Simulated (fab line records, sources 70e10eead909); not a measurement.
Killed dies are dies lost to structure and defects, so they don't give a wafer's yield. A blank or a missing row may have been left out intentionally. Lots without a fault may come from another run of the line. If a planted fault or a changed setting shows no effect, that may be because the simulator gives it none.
fab line records + flow nandHarc
record:
- lots: 11
- wafers: 33
- lastDay: 24
route steps=1159 shown P_ZERO_WELL@41 P_GATE@143 P_CONTACT@236
lots with no fault: from the same line, run without faults
startH: start of the lot's first displayed wafer, in hours after the record's first day + waitH: hours elapsed since this lot's preceding step + " repeats the value in the row above + L1.1+2: a row that stands for several wafers + - value missing, or start not given + * or withheld: withheld + < > ~ a bound
route shown NAME@n: NAME is a module with steps in the file, n the number in the route of the first one + usual: mean and standard deviation over wafers with no fault + same: alike in all rows + chamber/n: place in a boat + sites: the reading at each site + _std_site: their standard deviation + _edge_site: outer sites' mean less inner sites' + radiusMm: for every site, how far away it sits from the centre of the wafer + mask NAME#n: copy n + behind: tool/chamber where the wafer was last shaped + hold: cause of the lot's hold/its duration in hours/its outcome + device: the n, p or np transistor that did not switch + end of line: the tests these same wafers got at the end of their route + a step with no rows: only its recipe + killed: the dies lost at the first sort to structure and to defects; this is not the yield of the wafer + map: a wafer's dies, marking killed ones x, the rest . and places with no die _
set.NAME: the setting as run; set.NAME@STEP: as run at that earlier step + model.NAME: the simulator's own value behind a step, which no gauge read
steps of the route over a sample of lots; a table a step, a row a wafer
services: the hour from which a tool's chamber was out of use, counted from the record's first day as startH (under 0 if before that day), plus the number of hours and why
== steps ==
step: NHARC_P_ZERO_WELL_EXPOSE_34
recipe:
- na: 0.6
- targetCdNm: 720
- doseMj: 22.31
- maskId: P_PWELL
| lot.wafer  | tool          | chamber | startH | waitH | mask         |
|------------|---------------|---------|--------|-------|--------------|
| L785.2+3+4 | krfScanner-01 | 0       | 34.02  | -     | P_PWELL_R1#0 |
| L787.1+4+5 | krfScanner-01 | 0       | 46.02  | -     | P_PWELL#0    |
| L795.1+2+3 | krfScanner-01 | 0       | 93.99  | -     | P_PWELL#0    |
| L796.2+3+6 | krfScanner-01 | 0       | 99.97  | -     | P_PWELL#0    |
| L797.2+4+5 | krfScanner-04 | 0       | 105.99 | -     | P_PWELL#0    |
| L799.3+4+6 | krfScanner-04 | 0       | 118.13 | -     | P_PWELL#0    |
| L801.2+3+5 | krfScanner-01 | 0       | 129.93 | -     | P_PWELL#0    |
| L802.1+4+6 | krfScanner-02 | 0       | 136.08 | -     | P_PWELL#0    |
| L803.1+4+6 | krfScanner-02 | 0       | 142.13 | -     | P_PWELL#0    |
| L804.1+4+6 | krfScanner-01 | 0       | 148.11 | -     | P_PWELL#0    |
| L805.1+4+6 | krfScanner-01 | 0       | 153.95 | -     | P_PWELL#0    |
step: NHARC_P_ZERO_WELL_CD_MEAS_37
recipe:
- targetCdNm: 720
- landingEnergyEv: 500
usual:
- cdNm: 720.4/1.7
| lot.wafer | tool     | chamber | startH | waitH | hold                    | cdNm  |
|-----------|----------|---------|--------|-------|-------------------------|-------|
| L785.2    | cdSem-03 | 0       | 34.17  | -     | awaitDispo/0.2h/release | 734.6 |
| L785.3    | "        | 0       | "      | "     | awaitDispo/0.2h/release | 733.0 |
| L785.4    | "        | 0       | "      | "     | awaitDispo/0.2h/release | 736.4 |
| L785.2    | cdSem-03 | 0       | -      | -     | -                       | 734.8 |
| L785.3    | "        | 0       | "      | "     | -                       | 732.7 |
| L785.4    | "        | 0       | "      | "     | -                       | 736.5 |
| L787.1    | cdSem-03 | 0       | 46.17  | -     | -                       | 723.9 |
| L787.4    | "        | 0       | "      | "     | -                       | 720.6 |
| L787.5    | "        | 0       | "      | "     | -                       | 722.2 |
| L795.1    | cdSem-01 | 0       | 94.15  | -     | -                       | 718.5 |
| L795.2    | "        | 0       | "      | "     | -                       | 720.1 |
| L795.3    | "        | 0       | "      | "     | -                       | 718.4 |
| L796.2    | cdSem-02 | 0       | 100.13 | -     | -                       | 719.3 |
| L796.3    | "        | 0       | "      | "     | -                       | 720.9 |
| L796.6    | "        | 0       | "      | "     | -                       | 717.2 |
| L797.2    | cdSem-01 | 0       | 106.14 | -     | -                       | 717.6 |
| L797.4    | "        | 0       | "      | "     | -                       | 719.4 |
| L797.5    | "        | 0       | "      | "     | -                       | 720.6 |
| L799.3    | cdSem-02 | 0       | 118.28 | -     | -                       | 721.0 |
| L799.4    | "        | 0       | "      | "     | -                       | 722.8 |
| L799.6    | "        | 0       | "      | "     | -                       | 721.0 |
| L801.2    | cdSem-01 | 0       | 130.09 | -     | -                       | 720.8 |
| L801.3    | "        | 0       | "      | "     | -                       | 723.2 |
| L801.5    | "        | 0       | "      | "     | -                       | 722.8 |
| L802.1    | cdSem-03 | 0       | 136.24 | -     | -                       | 721.2 |
| L802.4    | "        | 0       | "      | "     | -                       | 719.4 |
| L802.6    | "        | 0       | "      | "     | -                       | 720.0 |
| L803.1    | cdSem-02 | 0       | 142.29 | -     | -                       | 721.8 |
| L803.4    | "        | 0       | "      | "     | -                       | 721.9 |
| L803.6    | "        | 0       | "      | "     | -                       | 720.8 |
| L804.1    | cdSem-02 | 0       | 148.26 | -     | -                       | 718.3 |
| L804.4    | "        | 0       | "      | "     | -                       | 721.5 |
| L804.6    | "        | 0       | "      | "     | -                       | 718.3 |
| L805.1    | cdSem-02 | 0       | 154.11 | -     | -                       | 722.1 |
| L805.4    | "        | 0       | "      | "     | -                       | 718.4 |
| L805.6    | "        | 0       | "      | "     | -                       | 720.7 |
step: NHARC_P_GATE_INSPECT_28
usual:
- rawDefectCount: 6/3.4
| lot.wafer | tool             | chamber | startH | waitH | rawDefectCount |
|-----------|------------------|---------|--------|-------|----------------|
| L785.2    | defectInspect-01 | -       | 109.97 | 0.0   | 4              |
| L785.3    | "                | -       | "      | "     | 4              |
| L785.4    | "                | -       | "      | "     | 2              |
| L787.1    | defectInspect-02 | -       | 116.39 | 0.0   | 8              |
| L787.4    | "                | -       | "      | "     | 1              |
| L787.5    | "                | -       | "      | "     | 3              |
| L795.1    | defectInspect-02 | -       | 165.53 | 0.1   | 11             |
| L795.2    | "                | -       | "      | "     | 6              |
| L795.3    | "                | -       | "      | "     | 2              |
| L797.2    | defectInspect-01 | -       | 182.77 | 0.0   | 1              |
| L797.4    | "                | -       | "      | "     | 7              |
| L797.5    | "                | -       | "      | "     | 4              |
| L796.2    | defectInspect-01 | -       | 183.59 | 0.0   | 2              |
| L796.3    | "                | -       | "      | "     | 5              |
| L796.6    | "                | -       | "      | "     | 6              |
| L799.3    | defectInspect-01 | -       | 189.37 | 0.1   | 9              |
| L799.4    | "                | -       | "      | "     | 7              |
| L799.6    | "                | -       | "      | "     | 10             |
| L801.2    | defectInspect-01 | -       | 204.07 | 0.0   | 7              |
| L801.3    | "                | -       | "      | "     | 10             |
| L801.5    | "                | -       | "      | "     | 7              |
| L803.1    | defectInspect-02 | -       | 211.11 | 0.0   | 5              |
| L803.4    | "                | -       | "      | "     | 5              |
| L803.6    | "                | -       | "      | "     | 2              |
| L802.1    | defectInspect-01 | -       | 211.74 | 0.0   | 6              |
| L802.4    | "                | -       | "      | "     | 10             |
| L802.6    | "                | -       | "      | "     | 10             |
| L804.1    | defectInspect-01 | -       | 226.78 | 0.0   | 10             |
| L804.4    | "                | -       | "      | "     | 6              |
| L804.6    | "                | -       | "      | "     | 2              |
| L805.1    | defectInspect-02 | -       | 227.38 | 0.1   | 6              |
| L805.4    | "                | -       | "      | "     | 10             |
| L805.6    | "                | -       | "      | "     | 6              |
step: NHARC_P_CONTACT_ETCH_35
recipe:
- targetDepthA: 390
- overEtchFrac: 0.3
- timeS: 65
- ionEnergyEv: 80
- cf4FlowSccm: 150
- arFlowSccm: 0
- rfW: 300
- biasW: 100
- chemistry: CF4
usual:
- drypumpMotorCurrentA: 5.63/0.29
- oesProductAu: 0.995/0.013
- rfFwdPowerW: 297.4/1.2
- rfVppV: 150.9/1.2
- showerheadPlenumPTorr: 1.74/0.069
- throttleValvePct: 13.283/0.0089
| lot.wafer | tool       | chamber | startH | waitH | drypumpMotorCurrentA | oesProductAu | rfFwdPowerW | rfHoursCounterH | rfVppV | showerheadPlenumPTorr | throttleValvePct |
|-----------|------------|---------|--------|-------|----------------------|--------------|-------------|-----------------|--------|-----------------------|------------------|
| L785.4    | rieDiel-02 | 1       | 130.45 | 0.1   | 5.18                 | 0.974        | 295.3       | 54              | 151.0  | 1.69                  | 13.286           |
| L785.3    | "          | 3       | "      | "     | 6.60                 | 1.005        | 297.0       | 52              | 150.1  | 1.71                  | 13.298           |
| L785.2    | "          | 0       | "      | "     | 4.91                 | 0.996        | 298.6       | 55              | 148.7  | 1.64                  | 13.266           |
| L787.1    | rieDiel-11 | 2       | 137.23 | 0.1   | 5.58                 | 0.965        | 295.6       | 9               | 150.7  | 1.70                  | 13.297           |
| L787.4    | "          | 0       | "      | "     | 5.38                 | 1.000        | 297.1       | 13              | 150.9  | 1.69                  | 13.279           |
| L787.5    | "          | 1       | "      | "     | 5.52                 | 0.993        | 297.7       | -               | 151.5  | 1.77                  | 13.285           |
| L795.1    | rieDiel-09 | 1       | 186.34 | 0.1   | 5.70                 | 0.981        | 297.1       | 9               | 153.5  | 1.89                  | 13.292           |
| L795.3    | "          | 2       | "      | "     | 5.80                 | 0.990        | 297.3       | 9               | 151.2  | 1.67                  | 13.293           |
| L795.2    | "          | 0       | "      | "     | 5.40                 | 0.997        | 295.5       | 9               | 153.3  | 1.80                  | 13.275           |
| L797.2    | rieDiel-11 | 1       | 203.36 | 0.1   | 5.51                 | 0.984        | 296.8       | 1               | 150.9  | 1.76                  | 13.280           |
| L797.4    | "          | 2       | "      | "     | 5.60                 | 0.983        | 297.6       | 1               | 149.0  | 1.70                  | 13.275           |
| L797.5    | "          | 0       | "      | "     | 5.38                 | 1.009        | 298.2       | -               | 150.0  | 1.69                  | 13.282           |
| L796.3    | rieDiel-11 | 3       | 204.61 | 0.1   | 5.90                 | 0.999        | 298.2       | 1               | 150.9  | 1.73                  | 13.271           |
| L796.2    | "          | 2       | "      | "     | 5.61                 | 0.987        | 297.5       | 1               | 152.4  | 1.70                  | 13.280           |
| L796.6    | "          | 3       | "      | "     | 5.91                 | 0.987        | 298.6       | -               | 151.1  | 1.73                  | 13.292           |
| L799.4    | rieDiel-09 | 1       | 209.39 | 0.1   | 5.69                 | 0.997        | 296.2       | 11              | 153.0  | 1.89                  | 13.295           |
| L799.3    | "          | 3       | "      | "     | 5.54                 | 1.009        | 298.4       | 11              | 149.5  | 1.69                  | 13.286           |
| L799.6    | "          | 2       | "      | "     | 5.80                 | 0.993        | 297.2       | -               | 148.8  | 1.67                  | 13.281           |
| L801.2    | rieDiel-09 | 2       | 225.10 | 0.1   | 5.83                 | 1.010        | 296.9       | 13              | 151.7  | 1.67                  | 13.290           |
| L801.3    | "          | 3       | "      | "     | 5.52                 | 1.016        | 298.1       | 13              | 150.6  | 1.69                  | 13.290           |
| L801.5    | "          | 2       | "      | "     | 5.83                 | 1.014        | 297.0       | -               | 149.9  | 1.67                  | 13.293           |
| L803.4    | rieDiel-09 | 0       | 231.45 | 0.1   | 5.34                 | 0.998        | 297.8       | 15              | 150.9  | 1.79                  | 13.289           |
| L803.1    | "          | 1       | "      | "     | 5.70                 | 1.008        | 298.3       | 13              | 151.9  | 1.89                  | 13.279           |
| L803.6    | "          | 3       | "      | "     | 5.53                 | 1.011        | 298.1       | -               | 150.4  | 1.69                  | 13.291           |
| L802.1    | rieDiel-11 | 0       | 231.96 | 0.1   | 5.34                 | 0.985        | 299.5       | 5               | 149.7  | 1.69                  | 13.295           |
| L802.4    | "          | 2       | "      | "     | 5.61                 | 0.970        | 295.6       | 5               | 148.3  | 1.70                  | 13.290           |
| L802.6    | "          | 0       | "      | "     | 5.34                 | 0.999        | 298.7       | -               | 149.5  | 1.69                  | 13.302           |
| L804.4    | rieDiel-09 | 2       | 247.64 | 0.1   | 5.79                 | 0.994        | 295.7       | 16              | 151.1  | 1.67                  | 13.285           |
| L804.1    | "          | 3       | "      | "     | 5.56                 | 1.001        | 298.6       | 16              | 151.5  | 1.69                  | 13.295           |
| L804.6    | "          | 2       | "      | "     | 5.79                 | 0.993        | 297.4       | -               | 149.8  | 1.66                  | 13.279           |
| L805.4    | rieDiel-02 | 0       | 247.82 | 0.1   | 4.90                 | 1.001        | 297.5       | 34              | 152.8  | 1.90                  | 13.266           |
| L805.1    | "          | 1       | "      | "     | 5.18                 | 0.975        | 296.9       | 34              | 149.9  | 1.68                  | 13.277           |
| L805.6    | "          | 3       | "      | "     | 6.63                 | 0.985        | 298.6       | -               | 150.2  | 1.70                  | 13.293           |
step: NHARC_P_CONTACT_ETCH_36
recipe:
- targetDepthA: 2600
- overEtchFrac: 0.25
- timeS: 406.25
- ionEnergyEv: 200
- n2FlowSccm: 150
- h2FlowSccm: 150
- arFlowSccm: 0
- rfW: 400
- biasW: 150
- chemistry: N2/H2
usual:
- drypumpMotorCurrentA: 5.61/0.29
- oesProductAu: 0.996/0.013
- rfFwdPowerW: 399.1/1.3
- rfVppV: 429.6/2.6
- showerheadPlenumPTorr: 2.01/0.09
- throttleValvePct: 14.172/0.0093
| lot.wafer | tool       | chamber | startH | waitH | drypumpMotorCurrentA | oesProductAu | rfFwdPowerW | rfHoursCounterH | rfVppV | showerheadPlenumPTorr | throttleValvePct |
|-----------|------------|---------|--------|-------|----------------------|--------------|-------------|-----------------|--------|-----------------------|------------------|
| L785.2    | rieDiel-02 | 2       | -      | -     | 6.47                 | 1.010        | 398.7       | 52              | 431.6  | 2.10                  | 14.168           |
| L785.3    | "          | 3       | "      | "     | 6.61                 | 1.011        | 399.1       | 52              | 426.9  | 1.96                  | 14.160           |
| L785.4    | "          | 0       | "      | "     | 4.92                 | 1.005        | 398.8       | 55              | 426.4  | 1.88                  | 14.178           |
| L787.4    | rieDiel-11 | 2       | -      | -     | 5.63                 | 0.976        | 398.8       | 9               | 429.0  | 1.95                  | 14.185           |
| L787.1    | "          | 3       | "      | "     | 5.89                 | 1.000        | 396.1       | 12              | 429.7  | 1.99                  | 14.164           |
| L787.5    | "          | 0       | "      | "     | 5.37                 | 0.993        | 400.0       | -               | 426.5  | 1.94                  | 14.174           |
| L795.3    | rieDiel-09 | 3       | -      | -     | 5.56                 | 1.010        | 400.5       | 9               | 428.7  | 1.94                  | 14.162           |
| L795.1    | "          | 1       | "      | "     | 5.74                 | 0.999        | 398.3       | 9               | 433.9  | 2.19                  | 14.179           |
| L795.2    | "          | 2       | "      | "     | 5.83                 | 0.998        | 401.5       | 9               | 426.4  | 1.91                  | 14.170           |
| L797.2    | rieDiel-11 | 0       | -      | -     | 5.42                 | 1.002        | 400.5       | 1               | 428.6  | 1.93                  | 14.172           |
| L797.4    | "          | 1       | "      | "     | 5.54                 | 0.976        | 397.6       | 1               | 430.6  | 2.03                  | 14.163           |
| L797.5    | "          | 0       | "      | "     | 5.37                 | 0.996        | 397.7       | -               | 428.9  | 1.94                  | 14.172           |
| L796.3    | rieDiel-11 | 2       | -      | -     | 5.57                 | 0.981        | 399.5       | 1               | 428.2  | 1.95                  | 14.187           |
| L796.2    | "          | 3       | "      | "     | 5.89                 | 0.993        | 400.0       | 1               | 429.5  | 1.99                  | 14.160           |
| L796.6    | "          | 1       | "      | "     | 5.50                 | 0.975        | 399.4       | -               | 430.0  | 2.03                  | 14.179           |
| L799.3    | rieDiel-09 | 2       | -      | -     | 5.82                 | 0.994        | 400.6       | 11              | 426.3  | 1.91                  | 14.176           |
| L799.4    | "          | 1       | "      | "     | 5.72                 | 0.996        | 398.8       | 11              | 435.3  | 2.19                  | 14.172           |
| L799.6    | "          | 3       | "      | "     | 5.52                 | 1.002        | 398.9       | -               | 428.1  | 1.94                  | 14.166           |
| L801.3    | rieDiel-09 | 0       | -      | -     | 5.41                 | 0.995        | 398.2       | 14              | 431.6  | 2.07                  | 14.180           |
| L801.2    | "          | 2       | "      | "     | 5.83                 | 1.002        | 399.3       | 13              | 426.2  | 1.91                  | 14.160           |
| L801.5    | "          | 3       | "      | "     | 5.54                 | 1.013        | 398.8       | -               | 427.6  | 1.94                  | 14.185           |
| L803.4    | rieDiel-09 | 1       | -      | -     | 5.74                 | 0.999        | 399.5       | 13              | 435.2  | 2.19                  | 14.180           |
| L803.1    | "          | 3       | "      | "     | 5.54                 | 1.013        | 399.4       | 14              | 428.6  | 1.94                  | 14.143           |
| L803.6    | "          | 0       | "      | "     | 5.36                 | 1.000        | 400.0       | -               | 431.6  | 2.07                  | 14.166           |
| L802.4    | rieDiel-11 | 0       | -      | -     | 5.38                 | 0.994        | 399.5       | 5               | 427.7  | 1.93                  | 14.163           |
| L802.1    | "          | 3       | "      | "     | 5.91                 | 0.980        | 399.7       | 5               | 428.1  | 1.99                  | 14.153           |
| L802.6    | "          | 1       | "      | "     | 5.49                 | 0.974        | 400.8       | -               | 432.0  | 2.03                  | 14.165           |
| L804.1    | rieDiel-09 | 1       | -      | -     | 5.71                 | 1.001        | 400.0       | 15              | 434.9  | 2.19                  | 14.173           |
| L804.4    | "          | 3       | "      | "     | 5.55                 | 1.000        | 397.9       | 16              | 427.1  | 1.94                  | 14.173           |
| L804.6    | "          | 2       | "      | "     | 5.83                 | 0.992        | 401.3       | -               | 427.3  | 1.91                  | 14.175           |
| L805.4    | rieDiel-02 | 1       | -      | -     | 5.23                 | 0.976        | 399.7       | 34              | 427.8  | 1.92                  | 14.178           |
| L805.1    | "          | 2       | "      | "     | 6.51                 | 0.984        | 396.5       | 25              | 431.0  | 2.09                  | 14.179           |
| L805.6    | "          | 2       | "      | "     | 6.51                 | 0.995        | 397.8       | -               | 431.6  | 2.09                  | 14.167           |
== services ==
| tool          | chamber | startH | hours | kind   |
|---------------|---------|--------|-------|--------|
| rieDiel-11    | -       | 12.98  | 9.0   | pm     |
| rieDiel-02    | -       | 19.14  | 0.7   | repair |
| rieDiel-09    | 0       | 31.67  | -     | clean  |
| rieDiel-09    | 1       | 31.67  | -     | clean  |
| rieDiel-09    | 2       | 31.67  | -     | clean  |
| rieDiel-09    | 3       | 31.67  | -     | clean  |
| rieDiel-11    | -       | 31.74  | 0.9   | repair |
| krfScanner-02 | -       | 38.00  | 4.0   | pm     |
| rieDiel-02    | 3       | 51.44  | 6.7   | repair |
| rieDiel-09    | 0       | 56.17  | -     | clean  |
| rieDiel-11    | 2       | 65.51  | 19.0  | repair |
| rieDiel-09    | 1       | 68.31  | 8.0   | repair |
| rieDiel-09    | -       | 77.10  | 9.0   | pm     |
| krfScanner-01 | -       | 80.29  | 1.0   | repair |
| krfScanner-01 | -       | 86.01  | 4.0   | pm     |
| rieDiel-09    | -       | 99.94  | 0.4   | repair |
| krfScanner-04 | -       | 125.93 | 16.3  | repair |
| rieDiel-02    | 2       | 133.82 | 49.2  | repair |
| rieDiel-02    | 1       | 139.90 | 6.9   | repair |
| rieDiel-02    | -       | 150.83 | 9.0   | pm     |
| rieDiel-09    | -       | 182.37 | 1.0   | repair |
| rieDiel-11    | -       | 189.98 | 9.0   | pm     |
| krfScanner-02 | -       | 210.00 | 4.0   | pm     |
| rieDiel-09    | 1       | 220.03 | 5.9   | repair |
== key ==
firstSign:
- step: NHARC_P_ZERO_WELL_EXPOSE_34
- reading: mask
- direction: changed
effect:
- step: NHARC_P_ZERO_WELL_CD_MEAS_37
- reading: visit
- direction: added
effect:
- step: NHARC_P_ZERO_WELL_CD_MEAS_37
- reading: cdNm
- direction: up
- sigmas: 8.5
- usual: 720.4
- struck: 734.6
metAt NHARC_P_ZERO_WELL_EXPOSE_34
struckLots L785
testerLeftOut L785
notActingAt NHARC_P_GATE_INSPECT_28,NHARC_P_CONTACT_ETCH_35,NHARC_P_CONTACT_ETCH_36
fault:
- kind: wrongMask
- tool: any
- chamber: -
- onsetH: 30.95
- steps: NHARC_P_ZERO_WELL_EXPOSE_34
- auxCopy: P_PWELL_R1#0
- cdOffsetNm: 13.245
- scope: struckLotsOnly
testerLeftOut: of these lots the tester's yield and bins aren't shown, on N5 and GAA mostly nor the transistor test; their killed dies are dies lost to structure and defects alone, not to doping, threshold or leakage, so they don't give the yield
